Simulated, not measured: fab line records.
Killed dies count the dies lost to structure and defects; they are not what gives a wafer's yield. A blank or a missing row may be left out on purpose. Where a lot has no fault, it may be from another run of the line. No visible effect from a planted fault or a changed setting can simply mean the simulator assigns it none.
fab line records    flow nand-harc
record: lots: 6  wafers: 18  last-day: 24
route steps=1159 shown P_M0@263 END@1159
lots that met no fault: taken from a fault-free run of the same line
start-h: hours from the record's first day to the start of the lot's first wafer shown    wait-h: how many hours have passed since the lot's step before this one    " same as the row above    L1.1+2: one row covering several wafers at once    - no value, or no start was given    * or withheld: withheld    < > ~ a bound
route shown NAME@n: names a module that has steps shown in the file, with the first one's number in the route    usual: mean and standard deviation over wafers with no fault    same: alike in all rows    chamber/n: place in a boat    sites: readings site by site    _std_site: standard deviation across them    _edge_site: the outer-site mean with the inner-site mean subtracted    radius-mm: for every site, how far away it sits from the centre of the wafer    mask NAME#n: copy n    behind: the most recent tool/chamber to have shaped the wafer    hold: the reason the lot was held/the length of the hold in hours/how it ended    device: whichever transistor did not switch (one of n, p or np)    end of line: the same wafers' tests at the end of the route    a step without rows: its recipe alone    killed: count of dies lost to structure and defects at first sort (not the wafer's yield)    map: a wafer's dies, marking killed ones x, the rest . and places with no die _
set.NAME: the setting that was run; set.NAME@STEP: the one run at that earlier step    model.NAME: the simulator's own value behind a step, which no gauge read
certain route steps with their lots: each step a table, each wafer a row
services: when a tool's chamber went out of use (start-h, in hours from the record's first day, below 0 if earlier), for how many hours, and the reason
== steps ==
step: NHARC_P_M0_CD_MEAS_09
recipe: target-cd-nm: 90  landing-energy-ev: 500
usual: cd-nm: 90.1/0.61
lot.wafer  tool       chamber  start-h  wait-h  cd-nm
L149.3     cd-sem-02  0        148.18   -       89.5
L149.4     "          0        "        "       90.5
L149.5     "          0        "        "       88.6
L151.3     cd-sem-02  0        154.37   -       89.5
L151.4     "          0        "        "       88.8
L151.5     "          0        "        "       90.1
L153.2     cd-sem-03  0        177.61   -       90.5
L153.4     "          0        "        "       90.1
L153.5     "          0        "        "       89.6
L155.2     cd-sem-02  0        193.72   -       89.1
L155.3     "          0        "        "       90.9
L155.5     "          0        "        "       89.8
L159.2     cd-sem-02  0        212.85   -       89.3
L159.3     "          0        "        "       89.9
L159.4     "          0        "        "       88.8
L165.3     cd-sem-01  0        250.91   -       89.7
L165.5     "          0        "        "       89.8
L165.6     "          0        "        "       90.6
step: NHARC_P_M0_OVL_MEAS_10
recipe: pitch-nm: 180
usual: overlay-x-nm: 0.1/0.72  overlay-y-nm: -0.1/0.61
lot.wafer  tool        chamber  start-h  wait-h  overlay-x-nm  overlay-y-nm
L149.3     overlay-01  -        148.26   -       0.2           -0.7
L149.4     "           -        "        "       0.3           -1.7
L149.5     "           -        "        "       0.4           -1.3
L151.3     overlay-01  -        154.45   -       0.1           -0.3
L151.4     "           -        "        "       0.7           -0.3
L151.5     "           -        "        "       0.5           -0.2
L153.2     overlay-02  -        177.70   -       0.4           0.6
L153.4     "           -        "        "       0.7           0.5
L153.5     "           -        "        "       0.2           0.8
L155.2     overlay-02  -        193.81   -       -0.8          0.5
L155.3     "           -        "        "       -1.1          0.1
L155.5     "           -        "        "       -1.1          0.3
L159.2     overlay-01  -        212.94   -       -0.6          0.9
L159.3     "           -        "        "       -0.9          1.1
L159.4     "           -        "        "       -0.5          0.8
L165.3     overlay-02  -        250.99   -       0.1           -0.3
L165.5     "           -        "        "       -0.3          -0.8
L165.6     "           -        "        "       0.1           -0.1
step: NHARC_P_M0_INSPECT_11
usual: raw-defect-count: 3.5/2
lot.wafer  tool               chamber  start-h  wait-h  raw-defect-count
L149.3     defect-inspect-02  -        148.30   0.0     4
L149.4     "                  -        "        "       3
L149.5     "                  -        "        "       5
L151.3     defect-inspect-02  -        154.49   0.0     5
L151.4     "                  -        "        "       5
L151.5     "                  -        "        "       3
L153.2     defect-inspect-01  -        177.73   0.0     5
L153.4     "                  -        "        "       5
L153.5     "                  -        "        "       6
L155.2     defect-inspect-02  -        193.84   0.0     5
L155.3     "                  -        "        "       4
L155.5     "                  -        "        "       4
L159.2     defect-inspect-01  -        212.98   0.0     3
L159.3     "                  -        "        "       2
L159.4     "                  -        "        "       2
L165.3     defect-inspect-01  -        251.03   0.0     3
L165.5     "                  -        "        "       5
L165.6     "                  -        "        "       1
step: NHARC_P_M0_DESCUM_14
recipe: time-s: 3  o2-flow-sccm: 200  ar-flow-sccm: 0  bias-power-w: 0  chemistry: O2
usual: drypump-motor-current-A: 5.6/0.44  oes-product-au: 1.002/0.0082  rf-vpp-V: 57.7/0.93  showerhead-plenum-p-Torr: 1.91/0.073  throttle-valve-pct: 11.312/0.0085
lot.wafer  tool         chamber  start-h  wait-h  drypump-motor-current-A  oes-product-au  rf-hours-counter-h  rf-vpp-V  showerhead-plenum-p-Torr  throttle-valve-pct
L149.4     rie-diel-03  1        148.36   0.1     5.7                      1.009           6                   58.9      1.93                      11.309
L149.3     "            3        "        "       5.4                      0.994           6                   59.2      1.94                      11.309
L149.5     "            1        "        "       5.7                      1.017           -                   57.3      1.93                      11.304
L151.4     rie-diel-03  1        154.56   0.1     5.8                      0.997           6                   58.5      1.93                      11.306
L151.3     "            3        "        "       5.5                      0.999           7                   59.2      1.94                      11.309
L151.5     "            1        "        "       5.7                      1.010           -                   57.5      1.93                      11.317
L153.4     rie-diel-05  2        177.80   0.1     5.3                      1.007           0                   59.1      1.92                      11.311
L153.2     "            3        "        "       6.1                      1.007           0                   57.6      1.82                      11.324
L153.5     "            2        "        "       5.3                      1.012           -                   57.1      1.92                      11.313
L155.2     rie-diel-05  2        193.90   0.1     5.3                      1.012           1                   56.4      1.92                      11.311
L155.3     "            3        "        "       6.0                      1.016           1                   57.2      1.82                      11.311
L155.5     "            1        "        "       5.2                      1.010           -                   58.9      1.87                      11.321
L159.3     rie-diel-03  2        213.05   0.1     5.5                      1.011           10                  58.7      2.03                      11.313
L159.4     "            3        "        "       5.4                      0.994           11                  57.5      1.93                      11.320
L159.2     "            0        "        "       6.1                      0.990           11                  58.5      1.97                      11.308
L165.3     rie-diel-05  1        251.09   0.1     5.2                      1.015           7                   57.7      1.87                      11.314
L165.6     "            1        "        "       5.2                      1.020           -                   57.4      1.87                      11.314
L165.5     "            2        "        "       5.3                      1.016           -                   57.8      1.92                      11.312
step: NHARC_P_M0_ETCH_34
recipe: target-depth-a: 400  overetch-a: 120  time-s: 43.94  ion-energy-ev: 200  n2-flow-sccm: 150  h2-flow-sccm: 150  ar-flow-sccm: 0  rf-w: 400  bias-w: 150  chemistry: N2/H2
step: NHARC_P_M0_ETCH_15
recipe: target-depth-a: 1500  overetch-a: 150  time-s: 82.5  c4f8-flow-sccm: withheld  ar-flow-sccm: 400  rf-w: 600  bias-w: 300  chemistry: C4F8/Ar
usual: oes-product-au: 0.964/0.014  rf-vpp-V: 440.9/2.4
lot.wafer  tool         chamber  start-h  wait-h  oes-product-au  rf-hours-counter-h  rf-vpp-V
L149.3     rie-diel-03  3        -        -       0.959           6                   439.7
L149.4     "            0        "        "       0.966           6                   443.4
L149.5     "            3        "        "       0.970           -                   441.9
L151.3     rie-diel-03  1        -        -       0.954           6                   442.1
L151.4     "            0        "        "       0.957           6                   442.6
L151.5     "            1        "        "       0.967           -                   440.1
L153.2     rie-diel-05  0        -        -       0.987           1                   439.9
L153.4     "            1        "        "       0.994           1                   439.2
L153.5     "            0        "        "       0.985           -                   438.9
L155.2     rie-diel-05  1        -        -       0.981           2                   439.6
L155.3     "            2        "        "       0.955           1                   441.3
L155.5     "            1        "        "       0.978           -                   439.0
L159.3     rie-diel-03  3        -        -       0.962           11                  441.6
L159.4     "            0        "        "       0.979           11                  443.2
L159.2     "            1        "        "       0.954           11                  441.1
L165.3     rie-diel-05  3        -        -       0.981           5                   438.9
L165.6     "            0        "        "       0.986           -                   440.0
L165.5     "            1        "        "       0.977           -                   439.7
step: NHARC_P_M0_CD_MEAS_16
usual: cd-nm: 89.9/0.74
lot.wafer  tool       chamber  start-h  wait-h  cd-nm
L149.3     cd-sem-03  -        148.66   -       88.9
L149.4     "          -        "        "       89.4
L149.5     "          -        "        "       88.8
L151.3     cd-sem-02  -        154.85   -       90.0
L151.4     "          -        "        "       88.6
L151.5     "          -        "        "       90.0
L153.2     cd-sem-02  -        178.10   -       89.7
L153.4     "          -        "        "       90.3
L153.5     "          -        "        "       88.7
L155.2     cd-sem-02  -        194.25   -       88.6
L155.3     "          -        "        "       90.0
L155.5     "          -        "        "       89.5
L159.2     cd-sem-03  -        213.34   -       89.2
L159.3     "          -        "        "       90.3
L159.4     "          -        "        "       88.6
L165.3     cd-sem-01  -        251.39   -       89.0
L165.5     "          -        "        "       89.9
L165.6     "          -        "        "       90.7
step: NHARC_P_M0_STRIP_18
recipe: power-w: 1000  n2-flow-sccm: 150  h2-flow-sccm: 150  ar-flow-sccm: 0  bias-w: 0  chemistry: N2/H2
usual: drypump-motor-current-A: 5.5/0.54  oes-product-au: 0.999/0.01  rf-vpp-V: 90.3/0.94  showerhead-plenum-p-Torr: 1.99/0.074  throttle-valve-pct: 14.171/0.0093
lot.wafer  tool         chamber  start-h  wait-h  drypump-motor-current-A  oes-product-au  rf-hours-counter-h  rf-vpp-V  showerhead-plenum-p-Torr  throttle-valve-pct
L149.3     rie-diel-05  1        148.75   0.1     5.2                      1.004           8                   88.7      1.99                      14.180
L149.4     "            2        "        "       5.4                      0.977           9                   90.0      2.05                      14.169
L149.5     "            2        "        "       5.3                      0.976           -                   90.7      2.05                      14.176
L151.3     rie-diel-12  3        154.92   0.1     5.1                      0.979           12                  90.4      1.91                      14.176
L151.4     "            1        "        "       4.8                      0.987           11                  90.8      2.03                      14.166
L151.5     "            0        "        "       5.9                      0.987           -                   87.9      1.92                      14.178
L153.2     rie-diel-05  2        178.17   0.1     5.3                      1.009           0                   91.2      2.05                      14.174
L153.4     "            3        "        "       6.0                      1.008           0                   89.7      1.93                      14.162
L153.5     "            3        "        "       6.0                      1.025           -                   91.2      1.93                      14.171
L155.3     rie-diel-12  2        194.37   0.1     6.5                      0.998           15                  90.0      1.90                      14.168
L155.2     "            3        "        "       5.1                      1.004           15                  90.7      1.91                      14.172
L155.5     "            1        "        "       4.8                      0.995           -                   89.3      2.03                      14.173
L159.2     rie-diel-12  0        213.44   0.1     5.9                      0.994           1                   89.3      1.92                      14.172
L159.3     "            1        "        "       4.8                      0.987           1                   89.8      2.03                      14.179
L159.4     "            0        "        "       5.9                      0.995           -                   90.1      1.92                      14.180
L165.3     rie-diel-12  1        251.46   0.1     4.8                      0.999           4                   90.3      2.03                      14.167
L165.6     "            1        "        "       4.8                      1.000           -                   90.2      2.03                      14.181
L165.5     "            2        "        "       6.5                      0.993           -                   89.9      1.90                      14.170
step: NHARC_P_M0_STRIP_19
recipe: time-s: 600  temp-c: 30  chemistry: post-etch-residue-remover
step: NHARC_P_M0_DEGAS_28
recipe: temp-c: 250  time-s: 60
step: NHARC_P_M0_PRE_CLEAN_29
recipe: time-s: 30  temp-c: 280  gas: H2/He
usual: heater-power-w: 412/56
lot.wafer  tool            chamber  start-h  wait-h  heater-power-w
L149.4     pvd-sputter-02  -        -        -       352
L149.3     "               -        "        "       366
L149.5     "               -        "        "       427
L151.3     pvd-sputter-01  -        -        -       481
L151.4     "               -        "        "       395
L151.5     "               -        "        "       455
L153.4     pvd-sputter-01  -        -        -       492
L153.2     "               -        "        "       404
L153.5     "               -        "        "       489
L155.2     pvd-sputter-02  -        -        -       357
L155.3     "               -        "        "       369
L155.5     "               -        "        "       422
L159.2     pvd-sputter-01  -        -        -       483
L159.4     "               -        "        "       371
L159.3     "               -        "        "       497
L165.3     pvd-sputter-02  -        -        -       446
L165.6     "               -        "        "       355
L165.5     "               -        "        "       344
step: NHARC_P_M0_PVD_20
recipe: target-thk-a: 50  bias-v: 168.6  power-w: 15000  chamber-pressure-pa: 0.12  time-s: 8.06  substrate-temp-c: 50  material: TaN
usual: bias-v: 168.8/1.7  cathode-dc-power-W: 15000/2.7  substrate-temp-c: 49.99/0.12  throttle-valve-pct: 30.2/0.69
lot.wafer  tool            chamber  start-h  wait-h  bias-v  cathode-dc-power-W  substrate-temp-c  throttle-valve-pct
L149.4     pvd-sputter-02  -        -        -       167.9   15001               49.94             29.3
L149.3     "               -        "        "       170.3   14993               50.01             30.6
L149.5     "               -        "        "       167.7   15003               50.06             29.5
L151.4     pvd-sputter-01  -        -        -       171.5   15000               49.98             30.4
L151.3     "               -        "        "       165.7   15004               50.00             30.1
L151.5     "               -        "        "       170.3   14998               49.84             30.1
L153.2     pvd-sputter-01  -        -        -       165.3   14998               50.03             31.0
L153.4     "               -        "        "       168.7   15003               49.89             31.0
L153.5     "               -        "        "       169.8   14996               49.85             31.0
L155.3     pvd-sputter-02  -        -        -       170.9   14999               49.93             30.7
L155.2     "               -        "        "       169.4   15003               50.25             29.3
L155.5     "               -        "        "       169.7   15000               50.10             30.7
L159.4     pvd-sputter-01  -        -        -       171.6   15002               49.81             31.1
L159.3     "               -        "        "       168.9   15007               50.14             30.9
L159.2     "               -        "        "       167.7   15001               50.06             30.5
L165.3     pvd-sputter-02  -        -        -       170.6   15001               50.01             30.5
L165.5     "               -        "        "       168.6   15003               50.00             30.3
L165.6     "               -        "        "       171.0   14999               49.85             30.5
step: NHARC_P_M0_PVD_21
recipe: target-thk-a: 300  chamber-pressure-pa: 5  power-w: 5000  substrate-temp-c: 30  time-s: 20.49  material: Cu
usual: cathode-dc-power-W: 4999.9/0.94  chamber-pressure-pa: 5.000/0.01  substrate-temp-c: 30.01/0.11  throttle-valve-pct: 30.2/0.71
lot.wafer  tool            chamber  start-h  wait-h  cathode-dc-power-W  chamber-pressure-pa  substrate-temp-c  throttle-valve-pct
L149.3     pvd-sputter-02  -        149.53   -       4999.3              4.971                30.03             30.5
L149.4     "               -        "        "       5000.5              5.002                30.00             31.0
L149.5     "               -        "        "       5000.7              5.012                29.91             29.3
L151.3     pvd-sputter-01  -        155.70   -       4999.3              5.016                29.97             30.3
L151.4     "               -        "        "       5000.3              5.000                29.99             30.0
L151.5     "               -        "        "       4998.3              5.013                29.91             30.3
L153.4     pvd-sputter-01  -        178.95   -       -                   -                    -                 -
L153.2     "               -        "        "       -                   -                    -                 -
L153.5     "               -        "        "       -                   -                    -                 -
L155.2     pvd-sputter-02  -        195.09   -       -                   -                    -                 -
L155.3     "               -        "        "       -                   -                    -                 -
L155.5     "               -        "        "       -                   -                    -                 -
L159.3     pvd-sputter-01  -        214.23   -       4999.8              4.989                29.82             31.1
L159.4     "               -        "        "       5000.0              5.027                30.04             31.1
L159.2     "               -        "        "       5001.2              4.998                30.03             30.7
L165.3     pvd-sputter-02  -        252.36   -       4999.9              4.996                29.88             28.7
L165.6     "               -        "        "       4999.3              4.997                30.01             30.3
L165.5     "               -        "        "       4999.1              4.996                29.99             28.7
step: NHARC_P_M0_ECD_22
recipe: target-thk-a: 4000  bath-temp-c: 25  material: Cu
step: NHARC_END_SORT_01
recipe: temp-c: 25
usual: defect-limited-yield: 95.2/1.6  killed-at-array: 29/10  killed-at-other: 0.7/1.1  killed-at-periphery: 3.2/2.2  killed-dies: 33/11  killed-open: 3.5/1.8  killed-short: 2.0/1.4  sort_bin_2_pct: 1.5/0.61  sort_bin_3_pct: 0.29/0.22  sort_bin_4_pct: 3.1/1.1  sort-n-pass: 644/11  sort-rim-yield-pct: 95/3.3  sort-yield-pct: 95.2/1.6
same: gross-dies: 677  sort_bin_5_pct[%]: 0  sort_bin_6_pct[%]: 0  sort_bin_7_pct[%]: 0  sort_bin_8_pct[%]: 0  sort-rim-n-gross: 106.00
lot.wafer  tool       chamber  start-h  wait-h  defect-limited-yield[%]  killed-at-array  killed-at-other  killed-at-periphery  killed-dies  killed-open  killed-short  sort_bin_2_pct[%]  sort_bin_3_pct[%]  sort_bin_4_pct[%]  sort-n-pass  sort-rim-yield-pct[%]  sort-yield-pct[%]
L153.2     prober-01  0        514.48   2.8     0                        13               1                663                  677          2            2             97.9               0                  2.1                0            0                      0
L153.4     prober-01  0        516.11   3.4     0                        13               1                663                  677          7            1             97.9               0                  2.1                0            0                      0
L153.5     prober-01  0        516.93   3.8     0                        16               0                661                  677          5            3             98.1               0.30               1.6                0            0                      0
L155.2     prober-02  0        514.73   2.8     0                        41               0                636                  677          4            5             95.3               0.44               4.3                0            0                      0
L155.3     prober-02  0        515.52   3.1     0                        41               1                635                  677          1            1             95.4               0.89               3.7                0            0                      0
L155.5     prober-02  0        517.11   3.7     0                        30               1                646                  677          7            0             96.6               0.15               3.2                0            0                      0
L159.2     prober-02  0        542.95   2.8     95.3                     30               0                2                    32           2            1             1.8                0.15               2.8                645          92                     95.3
L159.3     prober-02  0        543.75   3.1     94.8                     33               0                2                    35           2            1             2.2                0.59               2.4                642          94                     94.8
L159.4     prober-02  0        544.56   3.4     94.1                     38               0                2                    40           1            2             1.3                0.74               3.8                637          95                     94.1
killed by level:class
L153.2 P_M0:area-pvd=660 A_CHANNEL_HOLE_D1:chamber-film-flake=5 P_M0:chamber-film-flake=2 A_CONTACT:chamber-film-flake=2 A_WL_FILL:geometric-particle:short=1 A_CONTACT:geometric-particle:open=1 A_CONTACT:geometric-particle:short=1 A_M0:geometric-particle:open=1
L155.2 P_M0:area-pvd=627 A_CHANNEL_HOLE_D1:chamber-film-flake=17 A_SLIT:chamber-film-flake=8 A_STAIRCASE:chamber-film-flake=5 A_CONTACT:chamber-film-flake=5 P_M2:chamber-film-flake=4 A_CONTACT:geometric-particle:short=2 P_GATE:chamber-film-flake=2
L155.3 P_M0:area-pvd=630 A_CHANNEL_HOLE_D1:chamber-film-flake=18 A_SLIT:chamber-film-flake=14 A_STAIRCASE:chamber-film-flake=6 P_M2:chamber-film-flake=3 P_GATE:chamber-film-flake=2 A_ONON_D1:geometric-particle:short=1 A_SLIT:geometric-particle:open=1
L153.4 P_M0:area-pvd=658 A_STAIRCASE:chamber-film-flake=3 A_CONTACT:geometric-particle:open=2 A_M0:geometric-particle:open=2 P_GATE:chamber-film-flake=2 A_CONTACT:chamber-film-flake=2 P_CONTACT:geometric-particle:open=1 P_M1:geometric-particle:open=1
L153.5 P_M0:area-pvd=657 A_CONTACT:chamber-film-flake=5 A_CONTACT:geometric-particle:open=3 P_GATE:chamber-film-flake=2 A_WL_FILL:chamber-film-flake=2 P_GATE:geometric-particle:short=1 A_CHANNEL_HOLE_D1:geometric-particle:open=1 A_CHANNEL_FILL_D1:geometric-particle:short=1
L155.5 P_M0:area-pvd=641 A_CHANNEL_HOLE_D1:chamber-film-flake=15 A_STAIRCASE:chamber-film-flake=4 A_ONON_D1:geometric-particle:open=3 P_M2:chamber-film-flake=3 A_CONTACT:geometric-particle:open=2 A_SLIT:chamber-film-flake=2 A_CONTACT:chamber-film-flake=2
L159.2 A_CHANNEL_HOLE_D1:chamber-film-flake=11 A_SLIT:chamber-film-flake=9 A_CONTACT:chamber-film-flake=3 A_CHANNEL_FILL_D1:chamber-film-flake=2 A_CHANNEL_FILL_D1:geometric-particle:open=1 A_CHANNEL_FILL_D1:geometric-particle:short=1 A_M0:geometric-particle:open=1 P_STI:chamber-film-flake=1
L159.3 A_CHANNEL_HOLE_D1:chamber-film-flake=18 A_SLIT:chamber-film-flake=9 P_STI:chamber-film-flake=2 A_CONTACT:chamber-film-flake=2 A_SGD_CUT:geometric-particle:short=1 A_CONTACT:geometric-particle:open=1 A_M1:geometric-particle:open=1 A_WL_FILL:chamber-film-flake=1
L159.4 A_CHANNEL_HOLE_D1:chamber-film-flake=20 A_SLIT:chamber-film-flake=13 A_WL_FILL:geometric-particle:short=2 P_GATE:geometric-particle:open=1 P_STI:chamber-film-flake=1 A_STAIRCASE:chamber-film-flake=1 A_CONTACT:chamber-film-flake=1 A_M1:chamber-film-flake=1
map L153.2 (x killed, . not)
____________x____________
_________xxxxxxx_________
_______xxxxxxxxxxx_______
______xxxxxxxxxxxxx______
_____xxxxxxxxxxxxxxx_____
____xxxxxxxxxxxxxxxxx____
____xxxxxxxxxxxxxxxxx____
___xxxxxxxxxxxxxxxxxxx___
___xxxxxxxxxxxxxxxxxxx___
__xxxxxxxxxxxxxxxxxxxxx__
__xxxxxxxxxxxxxxxxxxxxx__
_xxxxxxxxxxxxxxxxxxxxxxx_
_xxxxxxxxxxxxxxxxxxxxxxx_
_xxxxxxxxxxxxxxxxxxxxxxx_
_xxxxxxxxxxxxxxxxxxxxxxx_
_xxxxxxxxxxxxxxxxxxxxxxx_
xxxxxxxxxxxxxxxxxxxxxxxxx
xxxxxxxxxxxxxxxxxxxxxxxxx
xxxxxxxxxxxxxxxxxxxxxxxxx
xxxxxxxxxxxxxxxxxxxxxxxxx
xxxxxxxxxxxxxxxxxxxxxxxxx
_xxxxxxxxxxxxxxxxxxxxxxx_
_xxxxxxxxxxxxxxxxxxxxxxx_
_xxxxxxxxxxxxxxxxxxxxxxx_
_xxxxxxxxxxxxxxxxxxxxxxx_
_xxxxxxxxxxxxxxxxxxxxxxx_
__xxxxxxxxxxxxxxxxxxxxx__
__xxxxxxxxxxxxxxxxxxxxx__
___xxxxxxxxxxxxxxxxxxx___
___xxxxxxxxxxxxxxxxxxx___
____xxxxxxxxxxxxxxxxx____
____xxxxxxxxxxxxxxxxx____
_____xxxxxxxxxxxxxxx_____
______xxxxxxxxxxxxx______
_______xxxxxxxxxxx_______
_________xxxxxxx_________
____________x____________
map L155.2 (x killed, . not)
____________x____________
_________xxxxxxx_________
_______xxxxxxxxxxx_______
______xxxxxxxxxxxxx______
_____xxxxxxxxxxxxxxx_____
____xxxxxxxxxxxxxxxxx____
____xxxxxxxxxxxxxxxxx____
___xxxxxxxxxxxxxxxxxxx___
___xxxxxxxxxxxxxxxxxxx___
__xxxxxxxxxxxxxxxxxxxxx__
__xxxxxxxxxxxxxxxxxxxxx__
_xxxxxxxxxxxxxxxxxxxxxxx_
_xxxxxxxxxxxxxxxxxxxxxxx_
_xxxxxxxxxxxxxxxxxxxxxxx_
_xxxxxxxxxxxxxxxxxxxxxxx_
_xxxxxxxxxxxxxxxxxxxxxxx_
xxxxxxxxxxxxxxxxxxxxxxxxx
xxxxxxxxxxxxxxxxxxxxxxxxx
xxxxxxxxxxxxxxxxxxxxxxxxx
xxxxxxxxxxxxxxxxxxxxxxxxx
xxxxxxxxxxxxxxxxxxxxxxxxx
_xxxxxxxxxxxxxxxxxxxxxxx_
_xxxxxxxxxxxxxxxxxxxxxxx_
_xxxxxxxxxxxxxxxxxxxxxxx_
_xxxxxxxxxxxxxxxxxxxxxxx_
_xxxxxxxxxxxxxxxxxxxxxxx_
__xxxxxxxxxxxxxxxxxxxxx__
__xxxxxxxxxxxxxxxxxxxxx__
___xxxxxxxxxxxxxxxxxxx___
___xxxxxxxxxxxxxxxxxxx___
____xxxxxxxxxxxxxxxxx____
____xxxxxxxxxxxxxxxxx____
_____xxxxxxxxxxxxxxx_____
______xxxxxxxxxxxxx______
_______xxxxxxxxxxx_______
_________xxxxxxx_________
____________x____________
== services ==
tool            chamber  start-h  hours  kind
rie-diel-05     0        142.60   -      clean
rie-diel-05     1        142.60   -      clean
rie-diel-05     2        142.60   -      clean
rie-diel-05     3        142.60   -      clean
rie-diel-12     0        142.69   1.5    repair
rie-diel-12     1        151.24   1.4    repair
pvd-sputter-01  -        158.03   10.0   pm
rie-diel-05     -        158.67   1.0    repair
rie-diel-05     -        163.60   9.0    pm
rie-diel-05     0        163.60   9.0    vent-cycle
rie-diel-05     1        163.60   9.0    vent-cycle
rie-diel-05     2        163.60   9.0    vent-cycle
rie-diel-05     3        163.60   9.0    vent-cycle
rie-diel-03     2        171.77   5.3    repair
rie-diel-05     0        172.60   -      clean
rie-diel-05     1        172.60   -      clean
rie-diel-05     2        172.60   -      clean
pvd-sputter-01  -        173.50   0.9    repair
rie-diel-05     0        189.94   8.1    repair
pvd-sputter-01  -        191.58   1.5    repair
rie-diel-12     -        202.40   9.0    pm
rie-diel-05     1        202.65   3.3    repair
pvd-sputter-02  -        214.02   10.0   pm
rie-diel-03     -        215.30   9.0    pm
== key ==
first-sign: step: NHARC_P_M0_PVD_21  reading: tool-record  direction: missing
effect: step: NHARC_END_SORT_01  reading: killed-at-periphery  direction: up  sigmas: 99+  usual: 3.2  struck: 650.7
more-kills-born-at: NHARC_P_M0_PVD_21@pvd-sputter-01: 1975  NHARC_P_M0_PVD_21@pvd-sputter-02: 1898
met-at NHARC_P_M0_PVD_21
struck-wafers L153.2,L153.4,L153.5,L155.2,L155.3,L155.5
later-rows-left-out L153.2,L153.4,L153.5,L155.2,L155.3,L155.5
onset-between 155.70 178.95
fault: kind: skipped-step-whole  tool: pvd-sputter-01,pvd-sputter-02  chamber: -  onset-h: 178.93  steps: NHARC_P_M0_PVD_21  scope: struck-lots-only
later-rows-left-out: the simulator's readings of these wafers behind a module that went badly wrong aren't trusted and aren't shown, but for the sort
